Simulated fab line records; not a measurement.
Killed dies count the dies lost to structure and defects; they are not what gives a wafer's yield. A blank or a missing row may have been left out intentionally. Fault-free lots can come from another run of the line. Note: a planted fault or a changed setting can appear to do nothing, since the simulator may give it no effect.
Which tool did it? ; flow nandHarc ; 66 wafers from 22 lots sampled at 6 of the route's 1302 steps

== WHAT THE GAUGES SHOWED, per wafer ==
NHARC_A_M0_OVL_MEAS_10: pitch 160 nm.
lot;measured;on;overlayXNm (nm);overlayYNm (nm)
L076;day 23 06:17;overlay-01;-0.4 -0.7 -0.7;0.3 0.7 1.1
L074;day 23 08:07;overlay-01;0.4 -0.1 -0.4;-0.4 -0.3 -0.7
L075;day 23 15:23;overlay-02;0.0 -0.5 -0.4;0.7 0.7 1.1
L077;day 24 08:29;overlay-01;-0.9 -0.7 -1.1;2.6 2.8 2.4
L082;day 25 04:33;overlay-01;0.1 -0.1 0.4;-0.2 -0.5 -0.8
L080;day 25 07:38;overlay-02;-0.6 0.0 -0.3;0.6 0.3 0.5
L081;day 25 08:52;overlay-01;-0.1 -0.7 -1.5;0.7 0.3 0.9
L083;day 26 17:38;overlay-01;0.8 0.2 0.6;0.5 0.3 0.3
L084;day 27 05:17;overlay-02;-0.7 -2.1 -2.1;1.7 1.2 1.2
L086;day 27 15:46;overlay-01;1.4 1.6 1.4;-0.5 -1.2 -1.2
L085;day 27 18:50;overlay-02;0.7 -0.2 0.2;1.2 1.0 1.2
L087;day 28 14:34;overlay-02;-0.4 0.8 0.5;1.9 0.9 1.2
L089;day 28 22:14;overlay-01;-1.0 -0.6 -0.6;1.6 1.7 1.7
L088;day 29 05:35;overlay-02;-0.2 0.0 0.3;-0.4 -0.6 -1.0
L090;day 30 11:28;overlay-01;-0.4 0.5 0.1;0.2 0.1 -0.4
L091;day 30 21:40;overlay-02;0.6 1.1 1.3;0.4 0.6 0.3
L092;day 30 23:13;overlay-01;-0.2 -0.1 -0.2;0.3 -0.1 0.5
L093;day 31 04:32;overlay-02;-0.8 -1.0 -0.6;-1.1 -1.0 -0.9
L094;day 31 07:53;overlay-01;-0.6 -0.9 -0.9;0.0 -0.5 0.3
L095;day 31 13:44;overlay-02;0.0 0.2 -0.2;0.0 0.1 -0.1
L096;day 31 14:02;overlay-01;-1.7 -1.6 -1.3;-0.4 -0.5 0.2
L097;day 32 03:05;overlay-01;0.6 0.2 0.3;-0.3 -0.3 -0.1

NHARC_A_M1_INSPECT_11.
lot;measured;on;rawDefectCount
L076;day 23 10:29;defectInspect-01;49 50 55
L074;day 23 12:22;defectInspect-02;13 20 19
L075;day 23 19:31;defectInspect-02;122 116 96
L077;day 24 12:34;defectInspect-02;102 114 121
L082;day 25 08:42;defectInspect-01;173 157 141
L080;day 25 11:49;defectInspect-01;67 65 89
L081;day 25 12:53;defectInspect-01;71 78 74
L083;day 26 21:55;defectInspect-01;94 67 85
L084;day 27 09:15;defectInspect-02;120 125 124
L086;day 27 19:44;defectInspect-01;73 94 84
L085;day 27 22:56;defectInspect-02;130 122 136
L087;day 28 18:42;defectInspect-02;66 76 81
L089;day 29 02:14;defectInspect-02;98 100 114
L088;day 29 09:48;defectInspect-02;85 62 64
L090;day 30 15:34;defectInspect-01;108 111 97
L091;day 31 01:38;defectInspect-01;82 75 74
L092;day 31 03:11;defectInspect-02;92 107 111
L093;day 31 08:38;defectInspect-01;27 17 35
L094;day 31 11:58;defectInspect-01;132 109 122
L095;day 31 17:54;defectInspect-01;69 79 81
L096;day 31 18:09;defectInspect-02;29 21 29
L097;day 32 07:22;defectInspect-01;23 21 26

== EACH LOT AND THE TOOL THAT RAN IT (in order: tool; ch and the chambers of the sampled wafers; start) ==
lot;NHARC_A_CONTACT_ETCH_106;NHARC_A_CONTACT_ETCH_31;NHARC_A_BLC_STRIP_29;NHARC_A_BLC_CMP_25
L076;rieDiel-03 ch 1,2, day 22 16:31;rieDiel-03 ch 1,2, day 23 03:30 or earlier;rieDiel-09 ch 0,1, day 23 03:30;cmp-01 ch 1,2, day 23 05:03
L074;rieDiel-03 ch 0,1, day 22 17:20;rieDiel-03 ch 0,1,2, day 23 05:11 or earlier;rieDiel-09 ch 0,1,3, day 23 05:11;cmp-04 ch 1,2,3, day 23 06:52
L075;rieDiel-04 ch 0,1,3, day 23 00:43;rieDiel-02 ch 0,1, day 23 12:29 or earlier;rieDiel-08 ch 0,1, day 23 12:29;cmp-02 ch 1,2, day 23 13:59
L077;rieDiel-03 ch 1,2, day 23 16:59;rieDiel-03 ch 1,2,3, day 24 05:37 or earlier;rieDiel-08 ch 1,3, day 24 05:37;cmp-04 ch 0,3, day 24 07:05
L082;rieDiel-03 ch 0,1,2, day 24 11:48;rieDiel-02 ch 1,2,3, day 25 01:19 or earlier;rieDiel-09 ch 1,2,3, day 25 01:19;cmp-02 ch 1,2,3, day 25 03:19
L080;rieDiel-04 ch 0,2,3, day 24 15:16;rieDiel-04 ch 0,2,3, day 25 04:26 or earlier;rieDiel-09 ch 0,1, day 25 04:26;cmp-01 ch 0,1,3, day 25 06:25
L081;rieDiel-04 ch 1,3, day 24 19:21;rieDiel-04 ch 0,1,3, day 25 06:02 or earlier;rieDiel-09 ch 0,3, day 25 06:02;cmp-04 ch 1,2, day 25 07:37
L083;rieDiel-04 ch 1,2, day 26 02:35;rieDiel-04 ch 0,1,3, day 26 14:50 or earlier;rieDiel-09 ch 2,3, day 26 14:50;cmp-04 ch 0,2,3, day 26 16:24
L084;rieDiel-04 ch 1,3, day 26 15:44;rieDiel-04 ch 1,2,3, day 27 02:32 or earlier;rieDiel-09 ch 1,2,3, day 27 02:32;cmp-02 ch 0,2,3, day 27 04:05
L086;rieDiel-04 ch 0,1,2, day 27 02:14;rieDiel-04 ch 0,1,2, day 27 12:58 or earlier;rieDiel-08 ch 0,1,2, day 27 12:58;cmp-01 ch 0,1,2, day 27 14:29
L085;rieDiel-04 ch 0,1,2, day 27 04:46;rieDiel-02 ch 0,1,2, day 27 16:05 or earlier;rieDiel-09 ch 1,2,3, day 27 16:05;cmp-04 ch 0,1,3, day 27 17:36
L087;rieDiel-04 ch 0,2, day 27 23:53;rieDiel-03 ch 0,2,3, day 28 11:45 or earlier;rieDiel-09 ch 0,1, day 28 11:45;cmp-04 ch 1,2, day 28 13:18
L089;rieDiel-04 ch 1,3, day 28 07:50;rieDiel-04 ch 0,1, day 28 19:12 or earlier;rieDiel-09 ch 0,1,2, day 28 19:12;cmp-04 ch 0,3, day 28 20:51
L088;rieDiel-02 ch 1,2,3, day 28 15:16;rieDiel-04 ch 1,2,3, day 29 02:47 or earlier;rieDiel-08 ch 0,3, day 29 02:47;cmp-04 ch 1,3, day 29 04:20
L090;rieDiel-04 ch 1,2,3, day 29 21:43;rieDiel-02 ch 0,2, day 30 08:35 or earlier;rieDiel-09 ch 0,1, day 30 08:35;cmp-01 ch 2,3, day 30 10:04
L091;rieDiel-02 ch 0,2,3, day 30 04:41;rieDiel-03 ch 1,2,3, day 30 18:50 or earlier;rieDiel-09 ch 1,2,3, day 30 18:50;cmp-04 ch 0,1,2, day 30 20:22
L092;rieDiel-04 ch 1,2,3, day 30 05:58;rieDiel-03 ch 0,1,3, day 30 20:26 or earlier;rieDiel-09 ch 0,1, day 30 20:26;cmp-02 ch 2,3, day 30 21:57
L093;rieDiel-02 ch 0,2, day 30 11:01;rieDiel-02 ch 0,1,2, day 31 00:59 or earlier;rieDiel-08 ch 0,2,3, day 31 00:59;cmp-01 ch 0,2,3, day 31 03:08
L094;rieDiel-02 ch 0,2,3, day 30 13:56;rieDiel-02 ch 0,1,2, day 31 04:59 or earlier;rieDiel-09 ch 0,1,2, day 31 04:59;cmp-02 ch 0,1,2, day 31 06:28
L095;rieDiel-03 ch 1,2, day 30 23:24;rieDiel-02 ch 0,3, day 31 10:14 or earlier;rieDiel-09 ch 0,3, day 31 10:14;cmp-04 ch 0,2,3, day 31 12:00
L096;rieDiel-04 ch 0,1,2, day 31 00:10;rieDiel-04 ch 1,2,3, day 31 11:10 or earlier;rieDiel-06 ch 0,2,3, day 31 11:10;cmp-02 ch 0,2,3, day 31 12:39
L097;rieDiel-04 ch 0,1, day 31 12:10;rieDiel-04 ch 1,2,3, day 32 00:19 or earlier;rieDiel-09 ch 0,2,3, day 32 00:19;cmp-02 ch 0,2, day 32 01:51
- NHARC_A_CONTACT_ETCH_106: etches the open film in CF4/O2, target depth 90 nm, overetch 9 nm, time 49.5 s.
- NHARC_A_CONTACT_ETCH_31: etches the open film in O2/COS, target depth 2800 nm, time 728 s.
- NHARC_A_BLC_STRIP_29: strips in CF4.
- NHARC_A_BLC_CMP_25: polishes, t overpolish 30 s, target thk 150 nm.

== WHAT THE TOOLS THEMSELVES READ (means of the sampled wafers that have a number; where no wafer has one, the mark that the record gives instead) ==
NHARC_A_CONTACT_ETCH_106.
lot;tool;chamberPressureMTorr (mTorr);drypumpMotorCurrentA (A);oes_f_703_au (a.u.);oes_o_777_au (a.u.);oesProductAu (a.u.);rfVppV (V);showerheadPlenumPTorr (Torr);throttleValvePct (%)
L076;rieDiel-03;30.018;5.7;1.001;0.998;0.997;198.7;1.40;13.402
L074;rieDiel-03;30.016;5.6;1.002;0.998;0.984;198.7;1.43;13.397
L075;rieDiel-04;30.012;5.7;0.993;1.000;0.996;197.8;1.31;13.391
L077;rieDiel-03;29.963;5.5;0.998;0.999;1.000;197.5;1.37;13.389
L082;rieDiel-03;30.010;5.5;1.002;1.000;0.996;199.2;1.40;13.401
L080;rieDiel-04;30.010;5.5;1.004;0.995;0.999;197.3;1.31;13.398
L081;rieDiel-04;30.020;5.7;0.999;0.998;0.988;198.5;1.35;13.399
L083;rieDiel-04;30.026;5.8;0.999;1.000;1.008;199.2;1.39;13.400
L084;rieDiel-04;30.011;5.7;0.997;0.997;0.982;198.1;1.35;13.400
L086;rieDiel-04;30.002;6.0;1.002;1.002;1.001;197.2;1.35;13.405
L085;rieDiel-04;29.994;6.0;1.001;1.001;0.993;197.8;1.35;13.407
L087;rieDiel-04;30.005;5.8;0.997;1.005;1.005;198.8;1.35;13.396
L089;rieDiel-04;29.991;5.7;1.002;1.000;0.987;198.0;1.35;13.400
L088;rieDiel-02;30.017;5.6;0.998;1.008;1.001;197.7;1.38;13.407
L090;rieDiel-04;29.992;5.5;1.004;1.003;1.006;198.1;1.35;13.403
L091;rieDiel-02;30.013;5.6;0.995;1.001;0.998;198.7;1.37;13.397
L092;rieDiel-04;29.995;5.5;1.003;0.998;1.000;198.1;1.35;13.395
L093;rieDiel-02;29.997;5.8;1.000;0.997;0.992;198.7;1.41;13.405
L094;rieDiel-02;30.031;5.6;0.994;1.000;0.999;197.8;1.37;13.399
L095;rieDiel-03;30.000;5.5;0.994;1.001;0.980;197.4;1.36;13.390
L096;rieDiel-04;29.996;6.0;1.001;1.005;0.998;198.1;1.34;13.405
L097;rieDiel-04;30.010;6.1;0.999;0.998;0.999;197.2;1.30;13.386

NHARC_A_CONTACT_ETCH_31.
lot;tool;chamberPressureMTorr (mTorr);drypumpMotorCurrentA (A);oesProductAu (a.u.);rfVppV (V);showerheadPlenumPTorr (Torr);throttleValvePct (%)
L076;rieDiel-03;19.997;5.5;1.001;315.3;3.21;28.322
L074;rieDiel-03;20.017;5.5;0.986;316.9;3.28;28.335
L075;rieDiel-02;20.002;5.7;0.999;313.5;3.05;28.326
L077;rieDiel-03;20.017;5.6;0.997;315.3;3.18;28.327
L082;rieDiel-02;20.002;5.6;1.006;316.0;3.22;28.337
L080;rieDiel-04;19.995;5.5;0.997;313.1;3.06;28.328
L081;rieDiel-04;20.007;5.7;0.999;313.9;3.06;28.337
L083;rieDiel-04;20.019;5.7;0.998;312.7;3.06;28.324
L084;rieDiel-04;19.995;5.6;0.995;315.1;3.16;28.329
L086;rieDiel-04;19.982;6.0;0.998;314.8;3.15;28.334
L085;rieDiel-02;20.005;5.8;1.002;316.4;3.29;28.341
L087;rieDiel-03;19.996;5.4;0.991;315.0;3.18;28.331
L089;rieDiel-04;19.990;6.1;0.995;313.8;3.05;28.342
L088;rieDiel-04;19.998;5.5;0.997;314.5;3.15;28.332
L090;rieDiel-02;19.998;5.9;1.003;315.6;3.24;28.328
L091;rieDiel-03;20.007;5.6;1.002;315.1;3.15;28.330
L092;rieDiel-03;20.013;5.6;1.001;315.1;3.22;28.322
L093;rieDiel-02;19.988;5.8;0.991;316.0;3.28;28.335
L094;rieDiel-02;19.996;5.8;0.997;315.9;3.28;28.340
L095;rieDiel-02;19.992;5.4;0.996;315.1;3.17;28.328
L096;rieDiel-04;19.985;5.5;0.993;314.5;3.15;28.329
L097;rieDiel-04;19.996;5.6;0.995;314.4;3.15;28.323

NHARC_A_BLC_STRIP_29.
lot;tool;chamberPressureMTorr (mTorr);drypumpMotorCurrentA (A);oesProductAu (a.u.);rfVppV (V);showerheadPlenumPTorr (Torr);throttleValvePct (%)
L076;rieDiel-09;49.97;5.6;1.010;59.3;1.67;13.287
L074;rieDiel-09;50.00;5.8;1.010;59.0;1.74;13.277
L075;rieDiel-08;49.97;5.1;0.996;59.2;1.73;13.296
L077;rieDiel-08;50.00;5.5;0.991;59.2;1.73;13.270
L082;rieDiel-09;50.02;5.7;0.987;58.7;1.74;13.285
L080;rieDiel-09;50.03;5.6;0.993;58.3;1.67;13.287
L081;rieDiel-09;49.99;6.1;1.008;59.8;1.81;13.281
L083;rieDiel-09;50.01;5.8;0.978;59.9;1.77;13.285
L084;rieDiel-09;50.01;5.6;0.988;58.8;1.74;13.290
L086;rieDiel-08;50.04;5.5;0.995;59.6;1.77;13.291
L085;rieDiel-09;50.04;5.7;0.984;58.9;1.74;13.287
L087;rieDiel-09;50.02;5.6;1.001;58.3;1.67;13.294
L089;rieDiel-09;49.98;5.8;1.001;58.8;1.70;13.283
L088;rieDiel-08;50.02;5.2;0.984;58.6;1.75;13.288
L090;rieDiel-09;50.02;6.0;1.001;59.8;1.70;13.281
L091;rieDiel-09;50.01;5.6;0.996;59.0;1.74;13.287
L092;rieDiel-09;49.96;5.6;1.005;58.9;1.67;13.279
L093;rieDiel-08;50.01;5.6;1.001;59.2;1.79;13.284
L094;rieDiel-09;49.96;5.8;0.995;58.9;1.70;13.288
L095;rieDiel-09;49.96;6.1;1.008;59.0;1.81;13.275
L096;rieDiel-06;49.97;5.4;1.001;59.1;1.77;13.267
L097;rieDiel-09;49.98;6.0;0.992;59.7;1.76;13.279

NHARC_A_BLC_CMP_25.
lot;tool;motorCurrentA (A);overpolishRunS (s);timeToEndpointS (s)
L076;cmp-01;11.5;29.997;24
L074;cmp-04;13.1;30.000;33
L075;cmp-02;12.8;30.003;36
L077;cmp-04;11.6;29.997;31
L082;cmp-02;12.1;30.005;34
L080;cmp-01;12.6;30.013;32
L081;cmp-04;12.9;30.003;37
L083;cmp-04;12.2;29.999;31
L084;cmp-02;11.3;29.995;31
L086;cmp-01;11.7;30.002;28
L085;cmp-04;12.7;29.989;29
L087;cmp-04;12.8;30.004;31
L089;cmp-04;11.7;30.000;31
L088;cmp-04;14.0;30.002;32
L090;cmp-01;13.4;30.004;30
L091;cmp-04;12.1;29.995;29
L092;cmp-02;11.8;30.001;32
L093;cmp-01;12.7;30.007;27
L094;cmp-02;11.5;30.010;30
L095;cmp-04;12.3;30.004;29
L096;cmp-02;11.4;30.014;29
L097;cmp-02;11.0;29.997;31

== THE ANSWER, worked out from the rows above alone ==
Rule: the lots themselves supply what counts as usual. Put in order of their means at a reading, lots are off if they are a third of the lots or fewer, leave a main group of 4 or more, and stand apart from it by a gap of 3 or more times the standard deviation of the main group's means; of several such gaps the widest counts. Not used: any main group whose means are identical at the precision the tables above print for the reading. Also off: a lot with no number at a reading for which 4 or more lots have one. The other lots that the step has rows for count as sound. The gauges are gone through in route order, then the tools' own readings, and for those a lot's mean is taken as printed above. At the first step where some lot is off, the reading lying furthest off is the one used; lots without a number count as furthest.
Nothing can be told from this: no lot is off at any reading shown.

== WHAT WAS PUT IN BY THE SIMULATOR ==
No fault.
